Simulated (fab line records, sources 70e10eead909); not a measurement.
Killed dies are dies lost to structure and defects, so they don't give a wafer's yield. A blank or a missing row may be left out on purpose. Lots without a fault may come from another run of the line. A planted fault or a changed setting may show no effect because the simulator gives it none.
Chamber matching | flow nand_harc | NHARC_P_CONTACT_DESCUM_17 on rie_diel-01: 4 sister chambers
The step chemistry O2, time 3 s. 22 wafers are shown with their chamber, then 11 later ones without.

WAFERS WITH THEIR CHAMBER
wafer  | chamber | drypump_motor_current_A (A) | oes_product_au (a.u.) | rf_vpp_V (V)
L078.1 | 1       | 5.5                         | 1.015                 | 58.3
L078.5 | 3       | 6.7                         | 0.967                 | 57.8
L078.6 | 2       | 4.9                         | 1.036                 | 58.6
L081.2 | 0       | 5.1                         | 1.017                 | 57.2
L081.3 | 2       | 4.9                         | 1.011                 | 60.5
L081.6 | 2       | 4.9                         | 1.015                 | 59.2
L082.1 | 1       | 5.5                         | 0.995                 | 58.0
L082.4 | 3       | 6.8                         | 0.977                 | 57.7
L082.6 | 0       | 5.1                         | 1.014                 | 57.2
L083.1 | 2       | 4.9                         | 1.020                 | 57.1
L083.2 | 0       | 5.1                         | 1.025                 | 57.6
L083.6 | 1       | 5.5                         | 1.006                 | 58.4
L084.2 | 2       | 4.9                         | 1.012                 | 57.4
L084.4 | 0       | 5.1                         | 1.017                 | 57.4
L084.6 | 0       | 5.1                         | 1.020                 | 56.2
L088.2 | 1       | 5.5                         | 1.014                 | 57.2
L088.3 | 2       | 4.9                         | 1.012                 | 58.6
L088.6 | 3       | 6.8                         | 0.986                 | 56.3
L087.1 | 2       | 4.9                         | 1.015                 | 57.4
L087.4 | 3       | 6.8                         | 0.988                 | 58.5
L087.6 | 3       | 6.8                         | 0.977                 | 58.1
L089.1 | 1       | 5.5                         | 1.004                 | 56.9

SIGNATURES (means of the wafers above)
reading                 | chamber 0 | chamber 1 | chamber 2 | chamber 3 | scatter within a chamber
drypump_motor_current_A | 5.100     | 5.500     | 4.900     | 6.780     | 0.0211
oes_product_au          | 1.01860   | 1.00680   | 1.01729   | 0.97900   | 0.00775
rf_vpp_V                | 57.120    | 57.760    | 58.400    | 57.680    | 0.9
Rule: a wafer's distance from a chamber is the root of the sum, over the readings, of the square of ((its reading less the chamber's mean) divided by the reading's scatter). The wafer belongs to the nearest chamber; if the next one is less than 2 further off, it can't be placed. The scatter: the root of (the sum of the squares of (reading less its chamber's mean) over the shown wafers, divided by (wafers less chambers)).

WAFERS WITHOUT THEIR CHAMBER
wafer  | drypump_motor_current_A (A) | oes_product_au (a.u.) | rf_vpp_V (V)
L089.4 | 6.8                         | 0.983                 | 57.2
L089.6 | 6.8                         | 0.983                 | 57.6
L091.4 | 5.5                         | 1.004                 | 58.0
L091.5 | 5.5                         | 1.001                 | 57.7
L091.6 | 5.1                         | 1.028                 | 57.4
L095.1 | 6.8                         | 0.987                 | 57.7
L095.3 | 5.5                         | 1.008                 | 59.9
L095.6 | 5.1                         | 1.038                 | 57.9
L097.3 | 6.8                         | 0.955                 | 58.1
L097.4 | 6.8                         | 0.975                 | 57.0
L097.6 | 5.5                         | 0.992                 | 57.5

WHICH CHAMBER EACH WENT THROUGH
wafer  | from the rows above | in truth
L089.4 | 3                   | 3
L089.6 | 3                   | 3
L091.4 | 1                   | 1
L091.5 | 1                   | 1
L091.6 | 0                   | 0
L095.1 | 3                   | 3
L095.3 | 1                   | 1
L095.6 | 0                   | 0
L097.3 | 3                   | 3
L097.4 | 3                   | 3
L097.6 | 1                   | 1
Placed correctly: 11 of 11. Can't be placed from these rows: 0. Placed wrongly: 0.
